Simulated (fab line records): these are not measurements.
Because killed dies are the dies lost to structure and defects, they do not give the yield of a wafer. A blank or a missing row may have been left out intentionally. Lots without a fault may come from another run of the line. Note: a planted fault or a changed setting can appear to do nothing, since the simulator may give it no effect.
What tool caused it?	flow n5_finfet	24 lots with 72 wafers sampled at 6 steps, on a route of 1938 steps

## WHAT THE GAUGES READ, wafer by wafer
N5_BEOL_M12_INSPECT_12: inspects for defects (macro). Usual: raw_defect_count 2.0, standard deviation 1.4.
lot	measured	on	raw_defect_count	flag
L074	day 10 09:32	defect_inspect-02	0 1 2	
L076	day 10 20:20	defect_inspect-02	2 3 3	
L075	day 10 22:20	defect_inspect-02	3 4 3	
L077	day 11 11:52	defect_inspect-01	4 1 1	
L079	day 11 17:45	defect_inspect-01	2 2 4	
L078	day 11 20:13	defect_inspect-02	1 1 3	
L080	day 11 23:04	defect_inspect-02	5 1 2	
L081	day 12 20:41	defect_inspect-01	2 3 1	
L082	day 13 02:47	defect_inspect-02	6 5 1	
L083	day 13 14:25	defect_inspect-02	2 0 1	
L084	day 13 22:53	defect_inspect-01	2 2 3	
L087	day 14 15:09	defect_inspect-02	3 3 2	
L086	day 14 16:35	defect_inspect-02	4 2 0	
L085	day 14 17:16	defect_inspect-02	3 1 2	
L088	day 14 19:08	defect_inspect-02	1 2 1	
L089	day 14 21:33	defect_inspect-02	3 2 3	
L090	day 14 22:06	defect_inspect-02	2 1 2	
L091	day 15 09:28	defect_inspect-02	6 2 2	
L092	day 15 13:36	defect_inspect-02	0 4 0	
L094	day 15 19:07	defect_inspect-02	6 1 0	
L093	day 15 19:44	defect_inspect-02	0 0 3	
L095	day 16 06:21	defect_inspect-01	2 0 0	
L096	day 17 06:56	defect_inspect-02	0 2 2	
L097	day 17 16:53	defect_inspect-02	3 3 3	

N5_BEOL_M13_CD_MEAS_17: the cd target is 190 nm. Usual: cd_nm 190.4 nm, standard deviation 1.6.
lot	measured	on	cd_nm (nm)	flag
L074	day 10 14:54	cd_sem-02	191.0 190.2 191.0	
L076	day 11 03:14	cd_sem-02	187.7 187.8 188.6	
L075	day 11 03:29	cd_sem-02	190.9 192.1 191.8	
L077	day 11 16:30	cd_sem-01	188.8 190.0 188.5	
L079	day 11 22:29	cd_sem-02	193.2 192.6 191.7	
L078	day 12 00:59	cd_sem-02	191.7 192.4 193.3	
L080	day 12 06:00	cd_sem-02	190.0 191.3 190.7	
L081	day 13 02:56	cd_sem-01	187.6 186.1 188.0	
L082	day 13 14:28	cd_sem-02	189.4 189.3 190.7	
L083	day 13 20:55	cd_sem-02	190.7 191.7 189.0	
L084	day 14 11:01	cd_sem-02	191.6 192.3 192.1	
L087	day 14 22:21	cd_sem-02	191.4 191.7 191.0	
L086	day 14 22:46	cd_sem-02	189.3 187.9 188.7	
L085	day 14 23:05	cd_sem-03	190.2 190.9 190.4	
L088	day 15 01:47	cd_sem-01	188.7 188.8 189.2	
L089	day 15 03:05	cd_sem-03	191.8 191.4 193.2	
L090	day 15 03:27	cd_sem-02	191.3 191.5 189.9	
L091	day 15 17:09	cd_sem-02	190.4 188.2 189.3	
L092	day 15 20:56	cd_sem-02	188.4 188.4 189.6	
L094	day 16 01:02	cd_sem-03	189.6 189.6 190.1	
L093	day 16 01:55	cd_sem-01	190.7 189.8 188.7	
L095	day 16 13:12	cd_sem-02	190.3 190.4 189.5	
L096	day 17 13:16	cd_sem-01	191.9 191.3 190.9	
L097	day 17 22:14	cd_sem-02	191.7 191.1 194.8	

## WHICH TOOL RAN EACH LOT (tool, then ch and the chambers of the sampled wafers, then the start)
lot	N5_BEOL_M12_ETCH_38	N5_BEOL_M12_PRE_CLEAN_42	N5_BEOL_M13_ILD_DEP_00	N5_BEOL_M13_ETCH_59
L074	rie_diel-06 ch 1,2,3, day 10 11:22	pvd_sputter-01, day 10 11:54	pecvd-01 ch 1,2, day 10 13:29	rie_diel-05 ch 0,1, day 10 14:24
L076	rie_diel-01 ch 2,3, day 11 00:19	pvd_sputter-03, day 11 00:43	pecvd-03 ch 1,2, day 11 01:58	rie_diel-04 ch 2,3, day 11 02:32
L075	rie_diel-06 ch 1,2,3, day 11 00:37	pvd_sputter-03, day 11 01:02	pecvd-02 ch 0,1,2, day 11 02:16	rie_diel-04 ch 1,2,3, day 11 02:59
L077	rie_diel-01 ch 0,2, day 11 13:34	pvd_sputter-02, day 11 14:06	pecvd-02 ch 0,2, day 11 15:22	rie_diel-04 ch 2,3, day 11 16:00
L079	rie_diel-01 ch 2,3, day 11 19:31	pvd_sputter-01, day 11 19:47	pecvd-01 ch 0,1,2, day 11 21:17	rie_diel-04 ch 1,2,3, day 11 22:00
L078	rie_diel-06 ch 0,2,3, day 11 22:08	pvd_sputter-01, day 11 22:22	pecvd-03 ch 0,1,2, day 11 23:54	rie_diel-03 ch 0,1,3, day 12 00:28
L080	rie_diel-02 ch 0,1,2, day 12 02:20	pvd_sputter-02, day 12 03:08	pecvd-01 ch 0,1,2, day 12 04:48	rie_diel-03 ch 0,1,3, day 12 05:31
L081	rie_diel-02 ch 0,2,3, day 13 00:02	pvd_sputter-02, day 13 00:37	pecvd-02 ch 0,1,2, day 13 01:52	rie_diel-03 ch 0,2,3, day 13 02:26
L082	rie_diel-01 ch 0,1,3, day 13 11:40	pvd_sputter-01, day 13 12:08	pecvd-01 ch 0,1,2, day 13 13:23	rie_diel-03 ch 1,2,3, day 13 13:58
L083	rie_diel-02 ch 1,2,3, day 13 18:08	pvd_sputter-02, day 13 18:35	pecvd-03 ch 0,1,2, day 13 19:50	rie_diel-04 ch 1,2,3, day 13 20:25
L084	rie_diel-01 ch 1,2,3, day 14 00:35	pvd_sputter-01, day 14 01:02	pecvd-03 ch 0,2, day 14 02:19	rie_diel-05 ch 0,2,3, day 14 10:31
L087	rie_diel-01 ch 1,2, day 14 19:32	pvd_sputter-01, day 14 20:02	pecvd-03 ch 0,2, day 14 21:17	rie_diel-03 ch 1,2, day 14 21:51
L086	rie_diel-06 ch 2,3, day 14 19:43	pvd_sputter-02, day 14 20:02	pecvd-03 ch 1,2, day 14 21:34	rie_diel-05 ch 0,1,3, day 14 22:16
L085	rie_diel-01 ch 0,2, day 14 19:55	pvd_sputter-02, day 14 20:22	pecvd-02 ch 0,1,2, day 14 21:53	rie_diel-04 ch 1,2,3, day 14 22:35
L088	rie_diel-06 ch 0,1, day 14 22:28	pvd_sputter-02, day 14 23:19	pecvd-02 ch 0,1,2, day 15 00:35	rie_diel-05 ch 1,3, day 15 01:17
L089	rie_diel-02 ch 0,1, day 14 23:14	pvd_sputter-03, day 15 00:38	pecvd-03 ch 0,2, day 15 01:53	rie_diel-04 ch 0,3, day 15 02:35
L090	rie_diel-02 ch 0,2,3, day 15 00:41	pvd_sputter-03, day 15 01:08	pecvd-03 ch 0,1,2, day 15 02:23	rie_diel-05 ch 1,2,3, day 15 02:58
L091	rie_diel-01 ch 0,1,3, day 15 14:11	pvd_sputter-03, day 15 14:31	pecvd-02 ch 0,1,2, day 15 15:57	rie_diel-04 ch 0,1,3, day 15 16:39
L092	rie_diel-06 ch 0,2, day 15 17:49	pvd_sputter-03, day 15 18:19	pecvd-02 ch 0,1, day 15 19:48	rie_diel-05 ch 0,3, day 15 20:26
L094	rie_diel-06 ch 1,2,3, day 15 22:16	pvd_sputter-01, day 15 22:43	pecvd-01 ch 0,2, day 15 23:58	rie_diel-03 ch 1,2, day 16 00:32
L093	rie_diel-02 ch 0,1,2, day 15 22:55	pvd_sputter-01, day 15 23:35	pecvd-03 ch 0,1, day 16 00:50	rie_diel-05 ch 0,1, day 16 01:25
L095	rie_diel-06 ch 0,2,3, day 16 09:22	pvd_sputter-02, day 16 09:51	pecvd-01 ch 0,1,2, day 16 11:57	rie_diel-04 ch 1,3, day 16 12:39
L096	rie_diel-06 ch 1,2,3, day 17 10:23	pvd_sputter-02, day 17 10:54	pecvd-02 ch 0,1,2, day 17 12:11	rie_diel-03 ch 1,2, day 17 12:46
L097	rie_diel-01 ch 0,1,3, day 17 19:10	pvd_sputter-03, day 17 19:47	pecvd-03 ch 1,2, day 17 21:05	rie_diel-04 ch 1,2,3, day 17 21:44
- N5_BEOL_M12_ETCH_38: etches SiCN in CF4/N2, target depth 68.7 nm, time 73.4 s.
- N5_BEOL_M12_PRE_CLEAN_42: time 30 s.
- N5_BEOL_M13_ILD_DEP_00: deposits SiOC from DEMS/O2, target thk 837.92 nm, time 166.4 s.
- N5_BEOL_M13_ETCH_59: etches BARC in N2/H2, target depth 89 nm, overetch 26.7 nm, time 67.9 s.

## WHAT THE TOOLS THEMSELVES READ (means of the sampled wafers that have a number; where no wafer has one, the mark that the record gives instead)
N5_BEOL_M12_ETCH_38. Usual: drypump_motor_current_A 5.7 A, standard deviation 0.37; oes_product_au 0.81 a.u., standard deviation 0.082; rf_vpp_V 382.1 V, standard deviation 2; showerhead_plenum_p_Torr 2.20 Torr, standard deviation 0.073; throttle_valve_pct 15.31 %, standard deviation 0.14.
lot	tool	drypump_motor_current_A (A)	oes_product_au (a.u.)	rf_vpp_V (V)	showerhead_plenum_p_Torr (Torr)	throttle_valve_pct (%)	flag
L074	rie_diel-06	5.8	0.77	381.6	2.15	15.41	
L076	rie_diel-01	6.2	0.88	380.9	2.16	15.14	
L075	rie_diel-06	5.8	0.76	381.5	2.14	15.41	
L077	rie_diel-01	5.4	0.88	380.4	2.15	15.18	
L079	rie_diel-01	6.0	0.84	380.6	2.15	15.11	
L078	rie_diel-06	5.7	0.90	383.3	2.27	15.23	
L080	rie_diel-02	5.8	0.80	380.9	2.19	15.24	
L081	rie_diel-02	5.6	0.74	383.6	2.23	15.33	
L082	rie_diel-01	5.7	0.90	381.3	2.16	15.34	
L083	rie_diel-02	5.6	0.79	381.7	2.19	15.32	
L084	rie_diel-01	5.9	0.86	381.0	2.15	15.28	
L087	rie_diel-01	5.6	0.83	381.2	2.14	15.23	
L086	rie_diel-06	5.8	0.87	382.5	2.21	15.25	
L085	rie_diel-01	5.4	0.85	380.8	2.14	15.24	
L088	rie_diel-06	5.4	0.75	384.3	2.27	15.41	
L089	rie_diel-02	5.8	0.77	382.0	2.19	15.27	
L090	rie_diel-02	5.6	0.73	383.4	2.22	15.35	
L091	rie_diel-01	5.7	0.88	381.1	2.15	15.38	
L092	rie_diel-06	5.4	0.79	383.4	2.25	15.38	
L094	rie_diel-06	5.8	0.82	383.7	2.22	15.31	
L093	rie_diel-02	5.8	0.76	381.9	2.18	15.29	
L095	rie_diel-06	5.7	0.83	383.0	2.26	15.30	
L096	rie_diel-06	5.8	0.80	383.4	2.22	15.34	
L097	rie_diel-01	5.7	0.84	381.9	2.14	15.41	

N5_BEOL_M12_PRE_CLEAN_42. Usual: heater_power_w 337 W, standard deviation 36.
lot	tool	heater_power_w (W)	flag
L074	pvd_sputter-01	324	
L076	pvd_sputter-03	376	
L075	pvd_sputter-03	375	
L077	pvd_sputter-02	348	
L079	pvd_sputter-01	326	
L078	pvd_sputter-01	319	
L080	pvd_sputter-02	345	
L081	pvd_sputter-02	331	
L082	pvd_sputter-01	318	
L083	pvd_sputter-02	350	
L084	pvd_sputter-01	322	
L087	pvd_sputter-01	294	
L086	pvd_sputter-02	333	
L085	pvd_sputter-02	323	
L088	pvd_sputter-02	319	
L089	pvd_sputter-03	338	
L090	pvd_sputter-03	353	
L091	pvd_sputter-03	345	
L092	pvd_sputter-03	370	
L094	pvd_sputter-01	328	
L093	pvd_sputter-01	324	
L095	pvd_sputter-02	339	
L096	pvd_sputter-02	345	
L097	pvd_sputter-03	375	

N5_BEOL_M13_ILD_DEP_00. Usual: chamber_pressure_Torr 5.000 Torr, standard deviation 0.012; heater_power_outer_w 257 W, standard deviation 43; heater_power_w 459 W, standard deviation 62; showerhead_plenum_p_Torr 5.687 Torr, standard deviation 0.023; throttle_valve_pct 11.9 %, standard deviation 0.78.
lot	tool	chamber_pressure_Torr (Torr)	heater_power_outer_w (W)	heater_power_w (W)	showerhead_plenum_p_Torr (Torr)	throttle_valve_pct (%)	flag
L074	pecvd-01	5.001	220	407	5.671	12.1	
L076	pecvd-03	5.005	271	474	5.697	11.7	
L075	pecvd-02	4.995	229	436	5.693	11.7	
L077	pecvd-02	5.012	220	404	5.696	11.9	
L079	pecvd-01	4.993	220	403	5.667	12.7	
L078	pecvd-03	4.993	247	446	5.684	11.6	
L080	pecvd-01	4.998	247	425	5.681	12.7	
L081	pecvd-02	5.007	254	461	5.695	11.5	
L082	pecvd-01	4.998	248	438	5.672	12.9	
L083	pecvd-03	5.015	287	499	5.695	11.8	
L084	pecvd-03	5.000	251	465	5.676	11.6	
L087	pecvd-03	5.013	261	469	5.673	11.7	
L086	pecvd-03	5.000	294	490	5.718	11.4	
L085	pecvd-02	4.990	248	450	5.693	11.5	
L088	pecvd-02	4.995	252	444	5.688	11.9	
L089	pecvd-03	5.002	244	463	5.670	11.7	
L090	pecvd-03	5.009	288	504	5.690	11.7	
L091	pecvd-02	4.981	240	445	5.692	11.7	
L092	pecvd-02	4.995	292	522	5.690	11.4	
L094	pecvd-01	4.989	252	444	5.669	12.9	
L093	pecvd-03	4.998	263	477	5.688	12.1	
L095	pecvd-01	4.999	247	445	5.666	12.7	
L096	pecvd-02	5.013	246	448	5.698	11.7	
L097	pecvd-03	5.006	281	471	5.716	11.4	

N5_BEOL_M13_ETCH_59. Usual: drypump_motor_current_A 5.9 A, standard deviation 0.43; oes_product_au 0.64 a.u., standard deviation 0.055; rf_vpp_V 524.2 V, standard deviation 2.1; showerhead_plenum_p_Torr 2.56 Torr, standard deviation 0.069; throttle_valve_pct 17.98 %, standard deviation 0.16.
lot	tool	drypump_motor_current_A (A)	oes_product_au (a.u.)	rf_vpp_V (V)	showerhead_plenum_p_Torr (Torr)	throttle_valve_pct (%)	flag
L074	rie_diel-05	5.4	0.65	525.8	2.59	18.14	
L076	rie_diel-04	6.5	0.61	522.1	2.52	17.94	
L075	rie_diel-04	6.4	0.62	523.8	2.53	17.99	
L077	rie_diel-04	6.4	0.60	522.7	2.53	17.92	
L079	rie_diel-04	6.4	0.62	523.6	2.53	18.00	
L078	rie_diel-03	6.0	0.63	523.5	2.50	17.95	
L080	rie_diel-03	6.0	0.63	523.6	2.50	17.96	
L081	rie_diel-03	5.8	0.60	522.8	2.51	17.93	
L082	rie_diel-03	5.7	0.63	523.1	2.49	17.91	
L083	rie_diel-04	6.4	0.61	523.2	2.52	18.03	
L084	rie_diel-05	5.5	0.64	526.1	2.61	18.14	
L087	rie_diel-03	5.8	0.66	522.1	2.48	17.88	
L086	rie_diel-05	5.6	0.64	525.9	2.62	18.10	
L085	rie_diel-04	6.4	0.60	522.7	2.52	18.04	
L088	rie_diel-05	5.8	0.65	527.9	2.66	18.00	
L089	rie_diel-04	6.1	0.62	524.5	2.57	17.88	
L090	rie_diel-05	5.7	0.62	526.5	2.63	18.06	
L091	rie_diel-04	6.0	0.62	524.2	2.57	17.97	
L092	rie_diel-05	5.6	0.66	525.6	2.63	18.10	
L094	rie_diel-03	5.7	0.63	522.7	2.49	17.87	
L093	rie_diel-05	5.6	0.61	525.0	2.59	18.12	
L095	rie_diel-04	6.3	0.59	523.8	2.51	18.05	
L096	rie_diel-03	5.8	0.65	521.6	2.47	17.92	
L097	rie_diel-04	6.4	0.67	522.0	2.51	17.93	

## THE ANSWER, worked out from the rows above alone
Rule: take the mean of a lot's wafers that have a number; if it is more than 3 standard deviations from the usual mean, the lot is off. A lot without any number at a reading at which 4 lots or more have one is off too. The other lots that the step has rows for count as sound. Order of review: gauges by route order, followed by the tools' own readings, for which a lot's mean as printed above is used. The first step at which some lot is off is used, and at that step the reading that is off furthest; a lot without a number counts as furthest.
Across all readings shown, no lot is off: no conclusion can be drawn from this.

## WHAT WAS PUT IN BY THE SIMULATOR
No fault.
